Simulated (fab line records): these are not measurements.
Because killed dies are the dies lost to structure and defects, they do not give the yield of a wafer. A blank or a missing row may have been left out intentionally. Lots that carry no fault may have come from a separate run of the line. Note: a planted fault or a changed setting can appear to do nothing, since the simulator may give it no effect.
Which tool is to blame? / flow n5_finfet / 10 lots with 30 wafers sampled at 3 steps, on a route of 1938 steps

WHAT EACH GAUGE READ, for each wafer
N5_BEOL_M4_RC_MEAS_101.
lot=L712; measured=day 10 20:59; on=prober-02; CJ_N=4.17 4.23 4.22
lot=L714; measured=day 12 02:29; on=prober-01; CJ_N=4.41 4.30 4.38
lot=L715; measured=day 11 20:04; on=prober-01; CJ_N=4.33 4.33 4.34
lot=L716; measured=day 12 16:52; on=prober-02; CJ_N=4.14 4.23 4.16
lot=L718; measured=day 12 13:42; on=prober-02; CJ_N=4.25 4.35 4.43
lot=L721; measured=day 14 01:37; on=prober-01; CJ_N=4.34 4.37 3.95
lot=L729; measured=day 15 19:12; on=prober-01; CJ_N=4.33 4.35 4.40
lot=L730; measured=day 15 19:40; on=prober-02; CJ_N=4.32 4.24 4.24
lot=L731; measured=day 17 04:29; on=prober-01; CJ_N=4.18 4.47 4.48
lot=L735; measured=day 17 10:15; on=prober-01; CJ_N=4.29 4.28 4.37

WHICH TOOL RAN EACH LOT (tool, then ch and the chambers of the sampled wafers, then the start)
lot=L712; N5_ZERO_LAYER_PECVD_02=pecvd-02 ch 0,1,2, day 1 12:18; N5_BEOL_M4_SPUTTER_92=pvd_sputter-01, day 10 19:12
lot=L714; N5_ZERO_LAYER_PECVD_02=pecvd-04 ch 0,1, day 2 00:18; N5_BEOL_M4_SPUTTER_92=pvd_sputter-03, day 12 00:47
lot=L715; N5_ZERO_LAYER_PECVD_02=pecvd-04 ch 1,2, day 2 06:17; N5_BEOL_M4_SPUTTER_92=pvd_sputter-03, day 11 18:23
lot=L716; N5_ZERO_LAYER_PECVD_02=pecvd-04 ch 1,2, day 2 12:30; N5_BEOL_M4_SPUTTER_92=pvd_sputter-02, day 12 15:10
lot=L718; N5_ZERO_LAYER_PECVD_02=pecvd-01 ch 0,2, day 3 00:28; N5_BEOL_M4_SPUTTER_92=pvd_sputter-03, day 12 11:59
lot=L721; N5_ZERO_LAYER_PECVD_02=pecvd-04 ch 0,1,2, day 3 18:17; N5_BEOL_M4_SPUTTER_92=pvd_sputter-01, day 13 23:55
lot=L729; N5_ZERO_LAYER_PECVD_02=pecvd-02 ch 1,2, day 5 18:17; N5_BEOL_M4_SPUTTER_92=pvd_sputter-02, day 15 17:17
lot=L730; N5_ZERO_LAYER_PECVD_02=pecvd-01 ch 1,2, day 6 00:17; N5_BEOL_M4_SPUTTER_92=pvd_sputter-03, day 15 17:49
lot=L731; N5_ZERO_LAYER_PECVD_02=pecvd-02 ch 0,1,2, day 6 06:28; N5_BEOL_M4_SPUTTER_92=pvd_sputter-02, day 17 02:47
lot=L735; N5_ZERO_LAYER_PECVD_02=pecvd-04 ch 0,1,2, day 7 06:19; N5_BEOL_M4_SPUTTER_92=pvd_sputter-03, day 17 08:08
- N5_ZERO_LAYER_PECVD_02: deposits SiO2 from SiH4/N2O, target thk 10 nm, time 6 s.
- N5_BEOL_M4_SPUTTER_92: material Cu, target thk 4.5 nm, time 8.29 s.

THE ANSWER, worked out from the rows above alone
Rule: what is usual is taken from the lots themselves. The widest of any qualifying gaps counts: lots, ordered by their means at a reading, are off when they make up no more than a third of the lots, leave a main group of 4 or more, and stand apart from it by 3 or more times the standard deviation of that group's means. A main group whose means are all the same, to the digits that the tables above print for the reading, isn't used. A lot without any number at a reading at which 4 lots or more have one is off too. Where the step has rows for the other lots, those lots are counted as sound.
Nothing can be told from this: no lot is off at any reading shown.

WHAT THE SIMULATOR HAD INSERTED
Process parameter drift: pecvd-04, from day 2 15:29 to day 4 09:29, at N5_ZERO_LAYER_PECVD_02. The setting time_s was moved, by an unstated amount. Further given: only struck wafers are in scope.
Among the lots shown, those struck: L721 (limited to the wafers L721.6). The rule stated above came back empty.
